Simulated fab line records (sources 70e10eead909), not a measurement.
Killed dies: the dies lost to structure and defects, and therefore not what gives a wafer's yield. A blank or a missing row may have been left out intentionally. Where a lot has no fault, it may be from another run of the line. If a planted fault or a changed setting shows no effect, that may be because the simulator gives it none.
Chamber matching :: flow nand_harc :: NHARC_P_STI_DESCUM_14 on rie_diel-13 has 4 sister chambers
The step chemistry O2, time 3 s. 20 wafers are shown with their chamber, then 10 later ones without.

EACH WAFER AND ITS CHAMBER
wafer: L075.2
chamber: 2
drypump_motor_current_A (A): 5.3
oes_product_au (a.u.): 1.001
rf_vpp_V (V): 56.1

wafer: L075.4
chamber: 1
drypump_motor_current_A (A): 5.1
oes_product_au (a.u.): 0.980
rf_vpp_V (V): 58.4

wafer: L075.5
chamber: 3
drypump_motor_current_A (A): 6.3
oes_product_au (a.u.): 1.000
rf_vpp_V (V): 58.6

wafer: L075.1
chamber: 3
drypump_motor_current_A (A): 6.3
oes_product_au (a.u.): 0.996
rf_vpp_V (V): 58.9

wafer: L075.3
chamber: 0
drypump_motor_current_A (A): 6.8
oes_product_au (a.u.): 0.985
rf_vpp_V (V): 57.4

wafer: L075.6
chamber: 2
drypump_motor_current_A (A): 5.3
oes_product_au (a.u.): 0.993
rf_vpp_V (V): 57.4

wafer: L079.1
chamber: 1
drypump_motor_current_A (A): 5.1
oes_product_au (a.u.): 1.002
rf_vpp_V (V): 57.6

wafer: L079.2
chamber: 2
drypump_motor_current_A (A): 5.3
oes_product_au (a.u.): 1.017
rf_vpp_V (V): 58.2

wafer: L079.4
chamber: 3
drypump_motor_current_A (A): 6.3
oes_product_au (a.u.): 0.999
rf_vpp_V (V): 57.5

wafer: L079.3
chamber: 0
drypump_motor_current_A (A): 6.7
oes_product_au (a.u.): 0.992
rf_vpp_V (V): 57.2

wafer: L079.5
chamber: 2
drypump_motor_current_A (A): 5.3
oes_product_au (a.u.): 1.001
rf_vpp_V (V): 58.8

wafer: L079.6
chamber: 1
drypump_motor_current_A (A): 5.1
oes_product_au (a.u.): 0.996
rf_vpp_V (V): 58.1

wafer: L083.1
chamber: 1
drypump_motor_current_A (A): 5.1
oes_product_au (a.u.): 0.999
rf_vpp_V (V): 57.4

wafer: L083.4
chamber: 0
drypump_motor_current_A (A): 6.7
oes_product_au (a.u.): 0.997
rf_vpp_V (V): 57.5

wafer: L083.5
chamber: 0
drypump_motor_current_A (A): 6.7
oes_product_au (a.u.): 0.996
rf_vpp_V (V): 57.1

wafer: L083.2
chamber: 3
drypump_motor_current_A (A): 6.3
oes_product_au (a.u.): 0.998
rf_vpp_V (V): 57.4

wafer: L083.3
chamber: 2
drypump_motor_current_A (A): 5.3
oes_product_au (a.u.): 1.022
rf_vpp_V (V): 56.9

wafer: L083.6
chamber: 1
drypump_motor_current_A (A): 5.1
oes_product_au (a.u.): 1.001
rf_vpp_V (V): 56.9

wafer: L091.4
chamber: 0
drypump_motor_current_A (A): 6.7
oes_product_au (a.u.): 1.005
rf_vpp_V (V): 57.5

wafer: L091.5
chamber: 2
drypump_motor_current_A (A): 5.3
oes_product_au (a.u.): 1.005
rf_vpp_V (V): 57.4

SIGNATURES (averages over the wafers above)
reading: drypump_motor_current_A
chamber 0: 6.720
chamber 1: 5.100
chamber 2: 5.300
chamber 3: 6.300
scatter within a chamber: 0.0224

reading: oes_product_au
chamber 0: 0.99500
chamber 1: 0.99560
chamber 2: 1.00650
chamber 3: 0.99825
scatter within a chamber: 0.00845

reading: rf_vpp_V
chamber 0: 57.340
chamber 1: 57.680
chamber 2: 57.467
chamber 3: 58.100
scatter within a chamber: 0.697
Rule: for each reading, subtract the chamber's mean from the wafer's reading, divide by that reading's scatter and square the result; add these up over the readings and take the root, which gives the wafer's distance from the chamber. The wafer belongs to the nearest chamber; if the next one is less than 2 further off, it can't be placed. The scatter: the root of (the sum of the squares of (reading less its chamber's mean) over the shown wafers, divided by (wafers less chambers)).

WAFERS WHOSE CHAMBER IS MISSING
wafer: L091.6
drypump_motor_current_A (A): 5.1
oes_product_au (a.u.): 0.982
rf_vpp_V (V): 57.1

wafer: L092.2
drypump_motor_current_A (A): 5.1
oes_product_au (a.u.): 0.993
rf_vpp_V (V): 57.2

wafer: L092.3
drypump_motor_current_A (A): 6.7
oes_product_au (a.u.): 1.002
rf_vpp_V (V): 58.0

wafer: L092.5
drypump_motor_current_A (A): 6.7
oes_product_au (a.u.): 1.009
rf_vpp_V (V): 56.9

wafer: L094.2
drypump_motor_current_A (A): 6.7
oes_product_au (a.u.): 1.005
rf_vpp_V (V): 57.1

wafer: L094.3
drypump_motor_current_A (A): 5.1
oes_product_au (a.u.): 0.999
rf_vpp_V (V): 58.7

wafer: L094.5
drypump_motor_current_A (A): 5.3
oes_product_au (a.u.): 0.999
rf_vpp_V (V): 58.8

wafer: L096.2
drypump_motor_current_A (A): 5.1
oes_product_au (a.u.): 1.001
rf_vpp_V (V): 57.5

wafer: L096.5
drypump_motor_current_A (A): 6.2
oes_product_au (a.u.): 1.002
rf_vpp_V (V): 58.3

wafer: L096.6
drypump_motor_current_A (A): 5.3
oes_product_au (a.u.): 1.001
rf_vpp_V (V): 58.7

EACH ONE'S CHAMBER
wafer: L091.6
from the rows above: 1
in truth: 1

wafer: L092.2
from the rows above: 1
in truth: 1

wafer: L092.3
from the rows above: 0
in truth: 0

wafer: L092.5
from the rows above: 0
in truth: 0

wafer: L094.2
from the rows above: 0
in truth: 0

wafer: L094.3
from the rows above: 1
in truth: 1

wafer: L094.5
from the rows above: 2
in truth: 2

wafer: L096.2
from the rows above: 1
in truth: 1

wafer: L096.5
from the rows above: 3
in truth: 3

wafer: L096.6
from the rows above: 2
in truth: 2
Placed correctly: 10 of 10. From these rows, 0 cannot be placed. Wrongly placed: 0.
